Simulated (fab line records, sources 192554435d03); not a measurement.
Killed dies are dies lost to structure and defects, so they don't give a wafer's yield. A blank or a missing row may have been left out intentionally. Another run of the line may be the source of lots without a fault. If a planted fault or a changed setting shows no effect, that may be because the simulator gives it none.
2 desks, one fault ; flow n5Finfet ; each desk holds nothing but its own numbers, with what lay behind them at the end

## FOR THE TOOL OWNER'S DESK: plasmaAsher-01
The tool's own readings at N5_HKMG_FIN_STRIP_19 (strips in N2/H2, time 360 s): means of the sampled wafers that have a number, for each lot that ran on this tool. Marked OUT: a lot whose mean sits more than 4 standard deviations from the usual mean, which makes it out of limits; the brackets give that distance.
Columns: A = drypumpMotorCurrentA at N5_HKMG_FIN_STRIP_19, usual 6.0 A; B = heaterPowerW at N5_HKMG_FIN_STRIP_19, usual 517 W
lot;first seen here;A;B
L841;day 4 15:47;5.8;533
L842;day 4 20:54;5.9;534
L843;day 5 03:18;5.8;537
L845;day 5 16:07;5.8;523
L848;day 6 10:16;5.8;510
L849;day 6 17:42;5.8;511
L850;day 7 02:40;5.9;541
L851;day 7 06:05;5.7;512
L855;day 8 07:38;5.8;530
L856;day 8 10:24;5.9;530
L859;day 9 09:01;5.8;529
Result from this desk: across the 11 lots, nothing is out of limits.

## AT THE METROLOGY DESK
Lot by lot, what the gauges showed, no matter which tool ran the lot: averages of those sampled wafers that carry a number. Marked OUT: a lot whose mean sits more than 4 standard deviations from the usual mean, which makes it out of limits; the brackets give that distance.
Columns: A = MIM_BOT_OVL at N5_MIM_BOT_LITHO_OVL_MEAS_11, usual -3 nm; B = TV_OVL at N5_PASSIVATION_OVL_MEAS_60, usual 3 nm
lot;first seen here;A;B
L841;day 12 05:38;-0;-3
L842;day 12 07:24;0;8
L843;day 12 22:31;-8;12
L846;day 13 00:21;4;4
L845;day 13 04:41;-2;3
L848;day 13 07:51;-13;12
L847;day 13 10:52;-14;-2
L849;day 14 01:51;-2;-4
L851;day 14 16:10;-3;7
L850;day 14 23:07;-7;4
L855;day 16 04:51;-3;-7
L856;day 16 07:50;-8;3
L859;day 17 01:28;5;-4
Result from this desk: across the 13 lots, nothing is out of limits.

## TAKEN TOGETHER
The tool owner's desk saw nothing out of limits.
At the metrology desk, nothing out of limits was observed.

## WHAT THE SIMULATOR PUT IN
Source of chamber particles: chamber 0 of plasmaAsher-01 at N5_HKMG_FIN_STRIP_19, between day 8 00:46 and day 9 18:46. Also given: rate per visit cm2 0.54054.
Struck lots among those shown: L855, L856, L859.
